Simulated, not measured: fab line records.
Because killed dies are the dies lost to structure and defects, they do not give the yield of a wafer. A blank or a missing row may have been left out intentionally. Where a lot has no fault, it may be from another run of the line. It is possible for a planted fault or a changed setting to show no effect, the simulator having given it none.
Which of the tools did it? ; flow nand_harc ; Sampling: 13 lots, 39 wafers, 5 of 1159 route steps

## WHAT THE GAUGES SHOWED, per wafer
NHARC_P_ZERO_WELL_CD_MEAS_52: target cd 2000 nm. Usual: cd_nm at 1999.9 nm, with a standard deviation of 1.3.
lot;measured;on;cd_nm (nm);flag
L253;day 1 17:53;cd_sem-01;1999.6 1998.5 2001.4;
L254;day 1 23:51;cd_sem-03;1998.9 1999.4 1998.9;
L257;day 2 17:49;cd_sem-03;2000.2 2001.9 2001.2;
L265;day 4 17:39;cd_sem-03;1999.6 2000.6 1999.7;
L266;day 4 23:22;cd_sem-02;2000.3 2000.9 2000.2;
L268;day 5 11:41;cd_sem-03;1998.4 1999.9 1999.6;
L270;day 5 23:50;cd_sem-02;2001.1 2000.6 1999.0;
L271;day 6 05:45;cd_sem-03;1999.3 1999.1 1999.9;
L272;day 6 11:37;cd_sem-01;1999.7 1998.8 2000.1;
L273;day 6 18:13;cd_sem-03;2001.1 2002.1 2000.7;
L274;day 6 23:53;cd_sem-02;1998.9 1999.4 2000.1;
L275;day 7 05:43;cd_sem-02;1999.3 2000.2 1998.5;
L276;day 7 11:38;cd_sem-03;1998.2 1998.9 1999.5;

NHARC_P_STI_CD_MEAS_09: target cd 200 nm. Usual: cd_nm at 200.0 nm, with a standard deviation of 1.8.
lot;measured;on;cd_nm (nm);flag
L253;day 2 07:40;cd_sem-03;199.9 199.7 201.2;
L254;day 2 18:35;cd_sem-03;200.3 197.2 197.7;
L257;day 3 12:13;cd_sem-03;199.2 197.9 198.7;
L265;day 5 12:32;cd_sem-02;199.6 201.3 199.2;
L266;day 5 19:34;cd_sem-03;201.7 200.5 202.0;
L268;day 6 11:46;cd_sem-03;199.9 199.4 199.3;
L270;day 6 22:34;cd_sem-01;193.7 196.0 194.8;
L271;day 6 22:36;cd_sem-02;200.9 197.8 200.6;
L272;day 7 04:50;cd_sem-03;200.1 200.6 201.4;
L273;day 7 11:31;cd_sem-01;199.9 202.4 200.1;
L274;day 7 19:46;cd_sem-03;198.9 197.0 198.6;
L275;day 7 19:36;cd_sem-03;200.2 199.2 201.3;
L276;day 8 04:48;cd_sem-03;201.1 198.1 199.7;

NHARC_P_GATE_CD_MEAS_11: target cd 1640 nm. Usual: cd_nm at 1639.4 nm, with a standard deviation of 1.3.
lot;measured;on;cd_nm (nm);flag
L253;day 4 02:40;cd_sem-01;1638.4 1638.3 1637.9;
L254;day 4 07:43;cd_sem-01;- - -;OFF
L257;day 4 22:11;cd_sem-01;1638.6 1637.8 1637.8;
L265;day 7 09:19;cd_sem-03;1638.1 1638.1 1638.7;
L266;day 7 13:24;cd_sem-02;1640.3 1639.8 1638.5;
L268;day 8 02:20;cd_sem-01;1638.4 1639.2 1638.3;
L270;day 8 10:31;cd_sem-01;1638.2 1639.0 1639.1;
L271;day 8 10:41;cd_sem-02;1639.2 1637.9 1639.1;
L272;day 8 18:26;cd_sem-02;1640.8 1639.8 1641.4;
L273;day 9 01:55;cd_sem-03;1639.4 1637.7 1638.5;
L274;day 9 09:58;cd_sem-03;1638.7 1638.2 1638.5;
L275;day 9 09:48;cd_sem-01;1638.6 1638.9 1639.0;
L276;day 9 16:15;cd_sem-01;1640.9 1639.3 1640.3;

NHARC_P_GATE_OVL_MEAS_27. Usual: overlay_x_nm 0.0 nm, standard deviation 0.74; overlay_y_nm 0.2 nm, standard deviation 0.94.
lot;measured;on;overlay_x_nm (nm);overlay_y_nm (nm);flag
L253;day 4 16:02;overlay-01;0.6 0.3 0.2;-0.4 -0.5 -0.6;
L254;day 5 01:25;overlay-01;1.4 0.3 0.9;1.2 1.3 1.3;
L257;day 5 13:08;overlay-02;0.5 0.9 1.3;0.1 0.4 0.0;
L265;day 7 23:05;overlay-01;-0.1 -0.3 -1.0;0.9 1.0 0.0;
L266;day 8 06:22;overlay-01;0.1 -0.5 -0.2;-1.0 -0.9 -0.6;
L268;day 8 23:53;overlay-01;1.0 1.1 1.6;0.6 0.3 0.3;
L270;day 9 04:46;overlay-02;-0.5 -1.1 -0.8;-0.1 0.0 -0.4;
L271;day 9 04:28;overlay-01;-0.8 -1.0 -1.0;0.2 0.0 0.1;
L272;day 9 08:54;overlay-02;0.8 0.8 1.1;0.3 0.5 0.7;
L273;day 9 18:38;overlay-01;-0.2 -0.2 0.2;0.7 0.2 0.0;
L274;day 10 00:31;overlay-02;-0.3 -0.2 -0.5;0.8 0.3 0.6;
L275;day 10 00:21;overlay-01;-0.6 -1.0 -0.9;1.6 2.2 2.1;
L276;day 10 06:13;overlay-02;-0.4 -0.7 -0.8;-1.0 -1.4 -1.2;

## WHAT TOOL EACH LOT RAN ON (gives the tool, then ch and the chambers of the sampled wafers, and finally the start)
lot;NHARC_P_GATE_EXPOSE_08
L253;krf_scanner-04 ch 0, day 4 02:31
L254;krf_scanner-02 ch 0, day 4 07:34
L257;krf_scanner-04 ch 0, day 4 22:01
L265;krf_scanner-04 ch 0, day 7 09:10
L266;krf_scanner-02 ch 0, day 7 13:15
L268;krf_scanner-04 ch 0, day 8 02:11
L270;krf_scanner-02 ch 0, day 8 10:22
L271;krf_scanner-03 ch 0, day 8 10:31
L272;krf_scanner-02 ch 0, day 8 18:16
L273;krf_scanner-02 ch 0, day 9 01:45
L274;krf_scanner-03 ch 0, day 9 09:48
L275;krf_scanner-04 ch 0, day 9 09:39
L276;krf_scanner-02 ch 0, day 9 16:05
- NHARC_P_GATE_EXPOSE_08: exposes mask P HV.

## AS READ BY THE TOOLS THEMSELVES (means over the sampled wafers that have a number; for cases with no such wafer, the mark the record gives instead)
NHARC_P_GATE_EXPOSE_08. Usual: stage_vel_mm_s 499.98 mm/s, standard deviation 0.24.
lot;tool;stage_vel_mm_s (mm/s);flag
L253;krf_scanner-04;500.08;
L254;krf_scanner-02;499.76;
L257;krf_scanner-04;500.00;
L265;krf_scanner-04;500.12;
L266;krf_scanner-02;499.97;
L268;krf_scanner-04;499.88;
L270;krf_scanner-02;500.13;
L271;krf_scanner-03;500.02;
L272;krf_scanner-02;500.18;
L273;krf_scanner-02;500.18;
L274;krf_scanner-03;499.79;
L275;krf_scanner-04;500.10;
L276;krf_scanner-02;500.13;

## THE ANSWER, worked out from the rows above alone
Rule: lot off if the mean of its wafers having a number is beyond 3 standard deviations from the usual mean. Also off: a lot with no number at a reading for which 4 or more lots have one. Where the step has rows for the other lots, those lots are counted as sound. Order of review: gauges by route order, followed by the tools' own readings, for which a lot's mean as printed above is used. The first step at which some lot is off is used, and at that step the reading that is off furthest; a lot without a number counts as furthest.
Off at NHARC_P_GATE_CD_MEAS_11 (cd_nm): L254. Without a number there: L254.
A tool fits if, at a process step before that reading, it ran every lot that is off, and no sound lot after the first of them. Gauges at NHARC_P_GATE_CD_MEAS_11: tried the same way as those tools. Not one of the candidates tried fits.

## WHAT HAD BEEN PUT IN BY THE SIMULATOR
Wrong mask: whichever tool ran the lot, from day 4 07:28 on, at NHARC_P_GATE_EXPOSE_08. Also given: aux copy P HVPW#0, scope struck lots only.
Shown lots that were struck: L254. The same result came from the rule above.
